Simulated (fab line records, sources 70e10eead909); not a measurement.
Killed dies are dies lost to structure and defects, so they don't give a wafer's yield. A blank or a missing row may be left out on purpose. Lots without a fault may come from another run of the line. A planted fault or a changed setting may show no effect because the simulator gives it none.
fab line records | flow nand_harc
record lots=6 wafers=18 last_day=32
route steps=1302 shown A_CONTACT@1035
lots that met no fault: from a run of the same line without faults
start_h: hours from the record's first day to the start of the lot's first wafer shown | wait_h: hours since the lot's step before | " the same as in the row above | L1.1+2: a row that stands for several wafers | - no value, or no start given | * or withheld: withheld | < > ~ a bound
route shown NAME@n: a module of which the file shows steps, and the number in the route of the first | usual: mean/standard deviation of fault-free wafers | same: alike in all rows | chamber/n: place in a boat | sites: the reading at each site | _std_site: their standard deviation | _edge_site: outer sites' mean less inner sites' | radius_mm: how far each site lies from the wafer's centre | mask NAME#n: copy n | behind: the tool/chamber that last shaped the wafer | hold: why the lot was held/for how many hours/how that ended | device: the transistor (n, p or np) that didn't switch | end of line: the same wafers' tests at the end of the route | a step without rows: its recipe alone | killed: dies lost to structure and defects at the first sort, not the wafer's yield | map: a wafer's dies, x killed, . not, _ none there
set.NAME: the setting as run; set.NAME@STEP: as run at that earlier step | model.NAME: the simulator's own value behind a step, which no gauge read
lots at some steps of the route; a table a step, a row a wafer
services: from which hour (start_h, from the record's first day; less than 0 if before it) a tool's chamber was out of use, for how many hours, and why
## steps
# step NHARC_A_CONTACT_EBR_65
# step NHARC_A_CONTACT_EXPOSE_66
# recipe na=1.35 sigma_outer=0.8 dose_mj=59.02 mask_id=A_CC_2
# step NHARC_A_CONTACT_PEB_67
# recipe peb_temp_c=100 peb_time_s=65
# step NHARC_A_CONTACT_DEVELOP_68
# recipe develop_time_s=35 dev_temp_c=23
# step NHARC_A_CONTACT_CD_MEAS_69
# recipe target_cd_nm=300 landing_energy_ev=500
# usual cd_nm=299.9/0.63
# columns lot.wafer tool chamber start_h wait_h cd_nm
L918.1 cd_sem-01 0 591.40 - 300.4
L918.2 " 0 " " 300.1
L918.4 " 0 " " 300.7
L921.3 cd_sem-02 0 615.22 - 299.9
L921.5 " 0 " " 298.4
L921.6 " 0 " " 299.1
L920.1 cd_sem-02 0 617.02 - 298.5
L920.5 " 0 " " 299.9
L920.6 " 0 " " 299.6
L919.2 cd_sem-03 0 619.54 - 300.2
L919.4 " 0 " " 299.6
L919.5 " 0 " " 300.9
L928.2 cd_sem-03 0 683.19 - 299.3
L928.5 " 0 " " 299.4
L928.6 " 0 " " 300.0
L932.1 cd_sem-03 0 707.66 - 299.7
L932.2 " 0 " " 301.6
L932.5 " 0 " " 300.5
# step NHARC_A_CONTACT_OVL_MEAS_70
# usual overlay_x_nm=-0.2/0.82 overlay_y_nm=-0.1/0.68
# columns lot.wafer tool chamber start_h wait_h overlay_x_nm overlay_y_nm
L918.1 overlay-01 - 591.48 - -1.0 1.2
L918.2 " - " " -1.2 1.3
L918.4 " - " " -1.3 1.1
L921.3 overlay-02 - 615.30 - 0.2 0.4
L921.5 " - " " -0.2 0.4
L921.6 " - " " -0.1 0.6
L920.1 overlay-01 - 617.11 - 0.4 0.4
L920.5 " - " " 0.1 0.2
L920.6 " - " " -0.2 0.6
L919.2 overlay-02 - 619.62 - 0.7 -0.8
L919.4 " - " " 1.3 -1.0
L919.5 " - " " 0.8 -0.6
L928.2 overlay-02 - 683.28 - -1.0 -0.9
L928.5 " - " " -0.9 -0.7
L928.6 " - " " -0.5 -0.5
L932.1 overlay-02 - 707.75 - -1.3 0.5
L932.2 " - " " -0.6 0.2
L932.5 " - " " -0.2 -0.2
# step NHARC_A_CONTACT_INSPECT_71
# usual raw_defect_count=73/37
# columns lot.wafer tool chamber start_h wait_h raw_defect_count
L918.1 defect_inspect-01 - 591.52 0.0 30
L918.2 " - " " 28
L918.4 " - " " 30
L921.3 defect_inspect-02 - 615.34 0.0 69
L921.5 " - " " 66
L921.6 " - " " 74
L920.1 defect_inspect-01 - 617.15 0.0 82
L920.5 " - " " 78
L920.6 " - " " 71
L919.2 defect_inspect-02 - 619.66 0.0 8
L919.4 " - " " 7
L919.5 " - " " 13
L928.2 defect_inspect-01 - 683.31 0.0 35
L928.5 " - " " 20
L928.6 " - " " 38
L932.1 defect_inspect-02 - 707.78 0.0 129
L932.2 " - " " 120
L932.5 " - " " 101
# step NHARC_A_CONTACT_DESCUM_74
# recipe time_s=3 o2_flow_sccm=200 ar_flow_sccm=0 bias_power_w=0 chemistry=O2
# usual drypump_motor_current_A=5.70/0.29 o2_flow_sccm=200.0/0.59 oes_product_au=1.000/0.011 rf_vpp_V=57.8/0.83 showerhead_plenum_p_Torr=1.90/0.12 throttle_valve_pct=11.311/0.0089
# columns lot.wafer tool chamber start_h wait_h drypump_motor_current_A o2_flow_sccm oes_product_au rf_hours_counter_h rf_vpp_V showerhead_plenum_p_Torr throttle_valve_pct
L918.4 rie_diel-11 3 591.60 0.1 5.68 199.7 0.991 48 57.9 1.87 11.306
L918.1 " 0 " " 5.96 198.9 0.980 48 58.6 1.78 11.295
L918.2 " 1 " " 5.50 198.7 0.998 51 56.4 1.79 11.317
L921.3 rie_diel-07 3 615.40 0.1 5.76 200.5 1.022 17 58.6 2.07 11.301
L921.6 " 3 " " 5.78 200.6 1.025 - 58.5 2.07 11.308
L921.5 " 0 " " 5.74 200.2 1.012 - 58.4 2.02 11.317
L920.1 rie_diel-07 0 617.23 0.1 5.74 199.6 0.995 19 58.3 2.02 11.333
L920.6 " 1 " " 5.92 200.4 1.001 - 57.7 1.78 11.293
L920.5 " 2 " " 5.11 198.8 1.002 - 57.2 1.84 11.313
L919.2 rie_diel-05 3 619.73 0.1 6.04 200.2 1.008 7 58.8 1.92 11.291
L919.4 " 0 " " 5.56 199.6 0.982 7 57.0 1.79 11.324
L919.5 " 3 " " 6.03 199.8 0.994 - 58.1 1.92 11.311
L928.2 rie_diel-07 1 683.40 0.1 5.88 200.6 1.018 3 57.2 1.78 11.324
L928.5 " 2 " " 5.08 199.3 0.995 - 58.8 1.84 11.308
L928.6 " 3 " " 5.79 199.1 1.007 - 59.1 2.07 11.325
L932.1 rie_diel-07 1 708.01 0.2 5.89 199.4 1.012 8 57.4 1.78 11.304
L932.2 " 0 " " 5.74 200.5 0.998 8 58.6 2.01 11.299
L932.5 " 2 " " 5.08 198.9 1.000 - 56.5 1.84 11.322
# step NHARC_A_CONTACT_ETCH_75
# recipe target_depth_a=390 over_etch_frac=0.3 time_s=65 ion_energy_ev=80 cf4_flow_sccm=150 ar_flow_sccm=0 rf_w=300 bias_w=100 chemistry=CF4
# usual bias_w=100.0/0.33 cf4_flow_sccm=150.0/0.46 drypump_motor_current_A=5.7/0.3 oes_product_au=1.000/0.011 rf_fwd_power_W=297.7/1.1 rf_vpp_V=151.0/1.6 showerhead_plenum_p_Torr=1.76/0.1 throttle_valve_pct=13.286/0.0087
# same over_etch_frac=0.3
# columns lot.wafer tool chamber start_h wait_h bias_w cf4_flow_sccm drypump_motor_current_A oes_product_au rf_fwd_power_W rf_hours_counter_h rf_vpp_V showerhead_plenum_p_Torr throttle_valve_pct
L918.2 rie_diel-11 0 591.70 0.1 100.1 149.8 5.9 0.999 298.3 48 149.7 1.65 13.274
L918.4 " 1 " " 100.1 149.6 5.4 1.012 300.0 52 148.5 1.66 13.272
L918.1 " 3 " " 99.8 150.8 5.7 1.008 296.9 49 150.1 1.73 13.286
L921.3 rie_diel-07 2 615.48 0.1 100.4 150.6 5.1 1.007 298.1 14 149.8 1.71 13.271
L921.5 " 2 " " 100.4 150.1 5.1 1.003 297.2 - 148.5 1.71 13.291
L921.6 " 3 " " 99.8 150.0 5.8 1.014 299.1 - 153.0 1.90 13.275
L920.1 rie_diel-07 2 617.31 0.1 99.8 150.7 5.1 1.016 298.2 14 150.0 1.71 13.281
L920.6 " 3 " " 99.9 150.2 5.8 1.029 298.3 - 152.3 1.90 13.285
L920.5 " 0 " " 99.8 150.2 5.7 1.007 296.2 - 151.1 1.86 13.277
L919.2 rie_diel-05 2 619.82 0.1 99.5 150.1 6.1 0.986 298.1 7 151.6 1.79 13.291
L919.4 " 3 " " 99.8 150.6 6.0 1.006 298.5 8 151.4 1.77 13.295
L919.5 " 1 " " 100.1 150.4 5.8 0.989 296.4 - 149.4 1.65 13.289
L928.2 rie_diel-07 1 683.47 0.1 100.2 150.7 5.9 1.023 297.2 3 149.1 1.65 13.280
L928.6 " 3 " " 99.7 149.8 5.8 0.997 298.2 - 152.8 1.90 13.290
L928.5 " 0 " " 100.3 150.3 5.7 1.012 295.9 - 152.8 1.85 13.292
L932.1 rie_diel-07 0 708.11 0.1 100.3 150.3 5.7 1.015 296.8 8 153.3 1.85 13.296
L932.2 " 1 " " 99.9 150.5 5.9 1.008 297.2 8 150.0 1.65 13.295
L932.5 " 2 " " 100.7 150.6 5.1 1.013 298.5 - 150.8 1.70 13.289
# step NHARC_A_CONTACT_ETCH_76
# recipe target_depth_a=2600 over_etch_frac=0.3 time_s=475.3 ion_energy_ev=200 n2_flow_sccm=150 h2_flow_sccm=150 ar_flow_sccm=0 rf_w=400 bias_w=150 chemistry=N2/H2
# step NHARC_A_CONTACT_ETCH_77
# recipe target_depth_a=1089 time_s=54.5 cf4_flow_sccm=100 chf3_flow_sccm=30 ar_flow_sccm=0 rf_w=500 bias_w=200 chemistry=CF4/CHF3
# usual bias_w=200.1/0.55 cf4_flow_sccm=100.0/0.3 drypump_motor_current_A=5.69/0.29 oes_product_au=0.939/0.022 rf_fwd_power_W=495.5/1.7 rf_vpp_V=370/3.2 showerhead_plenum_p_Torr=1.57/0.093 throttle_valve_pct=16.803/0.0092
# columns lot.wafer tool chamber start_h wait_h bias_w cf4_flow_sccm drypump_motor_current_A oes_product_au rf_fwd_power_W rf_hours_counter_h rf_vpp_V showerhead_plenum_p_Torr throttle_valve_pct
L918.2 rie_diel-11 3 - - 199.9 99.4 5.67 0.907 495.6 50 369 1.54 16.811
L918.4 " 1 " " 200.2 99.9 5.46 0.929 497.8 52 369 1.48 16.793
L918.1 " 2 " " 200.7 99.8 6.08 0.934 495.9 50 373 1.69 16.800
L921.3 rie_diel-07 2 - - 199.6 100.2 5.09 0.934 494.5 14 367 1.52 16.820
L921.6 " 1 " " 198.6 100.0 5.86 0.926 495.9 - 367 1.47 16.793
L921.5 " 2 " " 200.5 100.2 5.11 0.927 495.1 - 369 1.52 16.801
L920.1 rie_diel-07 1 - - 200.1 100.1 5.87 0.964 494.3 18 367 1.47 16.796
L920.6 " 3 " " 199.7 100.0 5.76 1.001 496.1 - 376 1.70 16.798
L920.5 " 0 " " 199.7 99.8 5.72 0.975 496.0 - 373 1.65 16.795
L919.2 rie_diel-05 1 - - 200.2 100.3 5.76 0.955 494.7 8 368 1.47 16.787
L919.4 " 2 " " 199.7 100.0 6.10 0.948 497.5 8 371 1.59 16.795
L919.5 " 1 " " 200.0 99.8 5.77 0.959 497.3 - 366 1.47 16.796
L928.2 rie_diel-07 0 - - 200.3 99.8 5.73 0.933 493.2 2 374 1.65 16.801
L928.6 " 1 " " 200.5 100.1 5.87 0.928 494.4 - 367 1.47 16.805
L928.5 " 2 " " 200.4 100.4 5.07 0.922 495.9 - 368 1.51 16.803
L932.1 rie_diel-07 0 - - 199.8 100.6 5.73 0.939 496.0 8 373 1.65 16.813
L932.2 " 1 " " 199.7 99.6 5.86 0.932 495.2 8 366 1.47 16.796
L932.5 " 3 " " 200.5 99.8 5.77 0.934 496.9 - 375 1.69 16.811
# step NHARC_A_CONTACT_ETCH_78
# recipe target_depth_a=53000 over_etch_frac=0.3 time_s=1378 ion_energy_ev=150 o2_flow_sccm=400 cos_flow_sccm=20 ar_flow_sccm=0 rf_w=500 bias_w=300 chemistry=O2/COS
# usual bias_w=300.1/0.82 chamber_pressure_mTorr=20.000/0.016 drypump_motor_current_A=5.71/0.29 o2_flow_sccm=399.9/1.3 oes_product_au=1.000/0.011 rf_fwd_power_W=499.6/1.4 rf_vpp_V=314.2/2.8 showerhead_plenum_p_Torr=3.12/0.18 throttle_valve_pct=28.330/0.0088
# same over_etch_frac=0.3
# columns lot.wafer tool chamber start_h wait_h bias_w chamber_pressure_mTorr drypump_motor_current_A o2_flow_sccm oes_product_au rf_fwd_power_W rf_hours_counter_h rf_vpp_V showerhead_plenum_p_Torr throttle_valve_pct
L918.1 rie_diel-11 2 - - 299.0 20.006 6.06 399.5 1.010 501.1 50 317.2 3.35 28.330
L918.4 " 0 " " 301.4 19.997 5.94 401.1 0.990 498.5 49 310.1 2.92 28.324
L918.2 " 1 " " 300.5 20.019 5.46 399.0 1.013 497.8 53 311.1 2.93 28.341
L921.3 rie_diel-07 2 - - 298.9 20.006 5.08 402.3 0.998 500.6 14 313.5 3.01 28.331
L921.6 " 3 " " 301.0 20.016 5.76 399.8 1.014 498.1 - 318.0 3.36 28.321
L921.5 " 0 " " 300.4 20.017 5.73 398.5 0.999 501.1 - 316.0 3.28 28.328
L920.1 rie_diel-07 1 - - 300.3 19.989 5.90 398.7 1.004 499.8 18 311.3 2.92 28.341
L920.5 " 2 " " 299.6 20.031 5.11 397.9 1.008 497.6 - 311.5 3.01 28.320
L920.6 " 3 " " 300.4 19.993 5.78 399.0 1.010 498.7 - 318.5 3.36 28.329
L919.2 rie_diel-05 3 - - 301.1 19.986 6.02 400.9 1.000 496.2 8 314.1 3.13 28.358
L919.4 " 0 " " 299.2 20.002 5.56 402.3 0.975 499.9 8 310.4 2.93 28.329
L919.5 " 0 " " 299.0 20.018 5.58 403.3 0.980 499.8 - 310.6 2.93 28.344
L928.2 rie_diel-07 3 - - 301.6 19.993 5.74 400.0 1.001 500.3 2 317.9 3.36 28.339
L928.5 " 3 " " 300.2 19.999 5.76 400.2 1.006 499.0 - 317.8 3.36 28.323
L928.6 " 0 " " 299.5 20.018 5.74 399.8 1.002 499.7 - 317.5 3.27 28.324
L932.1 rie_diel-07 1 - - 300.4 19.998 5.88 399.9 1.015 498.6 8 311.8 2.91 28.302
L932.2 " 3 " " 300.7 19.989 5.79 399.3 1.001 500.3 8 314.9 3.36 28.314
L932.5 " 1 " " 298.7 19.996 5.90 401.3 1.018 498.1 - 311.0 2.91 28.325
# step NHARC_A_CONTACT_ETCH_124
# recipe source_w=withheld pressure_mtorr=20 bias_v=withheld time_s=140 target_depth_a=7000 ar_flow_sccm=withheld c4f8_flow_sccm=withheld o2_flow_sccm=withheld chemistry=C4F8/O2/Ar
# usual chamber_pressure_mTorr=19.999/0.018 oes_air_line_au=0.998/0.018
# columns lot.wafer tool chamber start_h wait_h chamber_pressure_mTorr oes_air_line_au rf_hours_counter_h
L918.1 har_cap_etch-03 1 593.84 - 19.987 1.035 53
L918.2 " 0 " " 19.988 1.011 53
L918.4 " 1 " " 20.051 1.015 -
L921.3 har_cap_etch-02 0 617.03 - - - -
L921.5 " 0 " " - - -
L921.6 " 1 " " - - -
L920.1 har_cap_etch-03 1 618.74 - - - -
L920.5 " 1 " " - - -
L920.6 " 0 " " - - -
L919.2 har_cap_etch-02 1 621.47 - 19.996 1.014 106
L919.4 " 1 " " 19.994 1.007 -
L919.5 " 0 " " 19.983 0.987 -
L928.2 har_cap_etch-02 1 684.94 - 19.950 0.987 116
L928.5 " 0 " " 19.996 0.982 -
L928.6 " 1 " " 19.974 0.994 -
L932.1 har_cap_etch-02 1 709.56 - 20.020 1.016 121
L932.2 " 0 " " 20.017 1.010 121
L932.5 " 0 " " 20.005 0.993 -
# step NHARC_A_CONTACT_ETCH_125
# recipe source_w=withheld pressure_mtorr=20 bias_v=3000 time_s=197 target_depth_a=19180 ar_flow_sccm=withheld c4f8_flow_sccm=withheld o2_flow_sccm=withheld chemistry=C4F8/O2/Ar
# usual chamber_pressure_mTorr=19.999/0.015 oes_air_line_au=1.002/0.02
# columns lot.wafer tool chamber start_h wait_h chamber_pressure_mTorr oes_air_line_au rf_hours_counter_h
L918.1 har_cap_etch-03 1 594.10 0.2 20.011 1.016 53
L918.2 " 0 " " 20.000 1.005 53
L918.4 " 1 " " 19.967 1.002 -
L921.3 har_cap_etch-02 0 617.28 0.2 20.015 1.007 -
L921.5 " 0 " " 19.994 0.981 -
L921.6 " 1 " " 20.021 1.009 -
L920.1 har_cap_etch-03 1 618.94 0.2 20.009 0.998 59
L920.5 " 1 " " 20.021 1.009 -
L920.6 " 0 " " 20.008 0.987 -
L919.2 har_cap_etch-02 1 621.66 0.2 19.991 0.964 106
L919.4 " 1 " " 20.026 0.956 -
L919.5 " 0 " " 20.004 1.015 -
L928.2 har_cap_etch-02 1 685.14 0.2 19.996 0.999 116
L928.5 " 0 " " 19.998 1.034 -
L928.6 " 1 " " 20.023 0.989 -
L932.1 har_cap_etch-02 1 709.76 0.2 19.994 0.985 121
L932.2 " 0 " " 20.001 1.023 121
L932.5 " 0 " " 19.997 1.023 -
## services
# columns tool chamber start_h hours kind
rie_diel-07 0 578.80 - clean
rie_diel-07 1 578.80 - clean
rie_diel-07 2 578.80 - clean
rie_diel-07 3 578.80 - clean
rie_diel-05 - 583.74 9.0 pm
rie_diel-11 2 584.07 7.0 repair
rie_diel-07 0 603.30 - clean
rie_diel-07 1 603.30 - clean
rie_diel-07 2 603.30 - clean
rie_diel-07 3 603.30 - clean
rie_diel-11 2 603.70 5.3 repair
rie_diel-11 - 612.82 9.0 pm
rie_diel-07 0 627.80 - clean
rie_diel-07 1 627.80 - clean
rie_diel-07 2 627.80 - clean
rie_diel-07 3 627.80 - clean
rie_diel-07 - 648.75 9.0 pm
rie_diel-07 0 648.75 9.0 vent_cycle
rie_diel-07 1 648.75 9.0 vent_cycle
rie_diel-07 2 648.75 9.0 vent_cycle
rie_diel-07 3 648.75 9.0 vent_cycle
rie_diel-05 2 653.44 5.8 repair
rie_diel-07 0 657.75 - clean
rie_diel-11 3 705.08 4.3 repair
## key
first_sign step=NHARC_A_CONTACT_ETCH_124 reading=tool_record direction=missing
effect none on later readings
met_at NHARC_A_CONTACT_ETCH_124
struck_wafers L920.1,L920.5,L920.6,L921.3,L921.5,L921.6
later_rows_left_out L920.1,L920.5,L920.6,L921.3,L921.5,L921.6
sort_left_out L920.1,L920.5,L920.6,L921.3,L921.5,L921.6
tester_left_out L920,L921
onset_between 593.84 617.03
fault kind=skipped_step_whole tool=har_cap_etch-02,har_cap_etch-03 chamber=- onset_h=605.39 steps=NHARC_A_CONTACT_ETCH_124 scope=struck_lots_only
# tester_left_out: of these lots the tester's yield and bins aren't shown, on N5 and GAA mostly nor the transistor test; their killed dies are dies lost to structure and defects alone, not to doping, threshold or leakage, so they don't give the yield
# sort_left_out: the simulated sort isn't trusted on such a fault, so these wafers' sort isn't shown, and their yield isn't known
# later_rows_left_out: the simulator's readings of these wafers behind a module that went badly wrong aren't trusted and aren't shown, but for the sort
